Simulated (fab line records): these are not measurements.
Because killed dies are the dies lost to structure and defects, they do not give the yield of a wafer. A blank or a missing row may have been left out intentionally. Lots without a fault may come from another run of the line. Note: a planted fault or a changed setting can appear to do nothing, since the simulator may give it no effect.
Chamber matching | flow nand harc | NHARC_A_STAIRCASE_DESCUM_270 on rie diel-13: 4 sister chambers
The step chemistry O2, time 3 s. 14 wafers are shown with their chamber, then 7 later ones without.

## WAFERS PAIRED WITH THEIR CHAMBERS
wafer  | chamber | showerhead plenum p Torr (Torr) | drypump motor current A (A) | oes product au (a.u.)
L082.2 | 0       | 1.91                            | 5.6                         | 1.001
L082.4 | 2       | 1.98                            | 5.2                         | 1.011
L082.6 | 0       | 1.91                            | 5.6                         | 1.001
L087.1 | 2       | 1.98                            | 5.2                         | 1.006
L087.3 | 0       | 1.90                            | 5.6                         | 1.009
L087.6 | 2       | 1.98                            | 5.2                         | 0.996
L089.3 | 2       | 1.98                            | 5.2                         | 1.013
L089.5 | 0       | 1.90                            | 5.6                         | 1.019
L089.6 | 3       | 2.02                            | 5.2                         | 0.983
L091.3 | 3       | 2.02                            | 5.2                         | 0.985
L091.5 | 1       | 1.79                            | 5.9                         | 0.996
L091.6 | 2       | 1.97                            | 5.2                         | 1.025
L092.3 | 2       | 1.97                            | 5.2                         | 1.022
L092.5 | 1       | 1.79                            | 5.8                         | 0.980

SIGNATURES (means of the wafers above)
reading                  | chamber 0 | chamber 1 | chamber 2 | chamber 3 | scatter within a chamber
showerhead plenum p Torr | 1.9050    | 1.7900    | 1.9767    | 2.0200    | 0.00483
drypump motor current A  | 5.600     | 5.850     | 5.200     | 5.200     | 0.0224
oes product au           | 1.00750   | 0.98800   | 1.01217   | 0.98400   | 0.00955
Rule: for each reading, subtract the chamber's mean from the wafer's reading, divide by that reading's scatter and square the result; add these up over the readings and take the root, which gives the wafer's distance from the chamber. The wafer belongs to the nearest chamber; if the next one is less than 2 further off, it can't be placed. The scatter is the square root of a quotient: the sum, over the shown wafers, of each reading's squared deviation from its chamber's mean, divided by wafers minus chambers.

## WAFERS WITHOUT THEIR CHAMBER
wafer  | showerhead plenum p Torr (Torr) | drypump motor current A (A) | oes product au (a.u.)
L092.6 | 1.97                            | 5.2                         | 1.032
L094.2 | 1.97                            | 5.2                         | 1.006
L094.4 | 1.78                            | 5.9                         | 0.978
L094.6 | 1.97                            | 5.2                         | 1.016
L095.2 | 1.97                            | 5.2                         | 1.008
L095.3 | 1.78                            | 5.9                         | 0.984
L095.5 | 1.89                            | 5.6                         | 1.016

## EACH ONE'S CHAMBER
wafer  | from the rows above | in truth
L092.6 | 2                   | 2
L094.2 | 2                   | 2
L094.4 | 1                   | 1
L094.6 | 2                   | 2
L095.2 | 2                   | 2
L095.3 | 1                   | 1
L095.5 | 0                   | 0
Correct placement for 7 of the 7. Number that these rows cannot place: 0. Wrongly placed: 0.
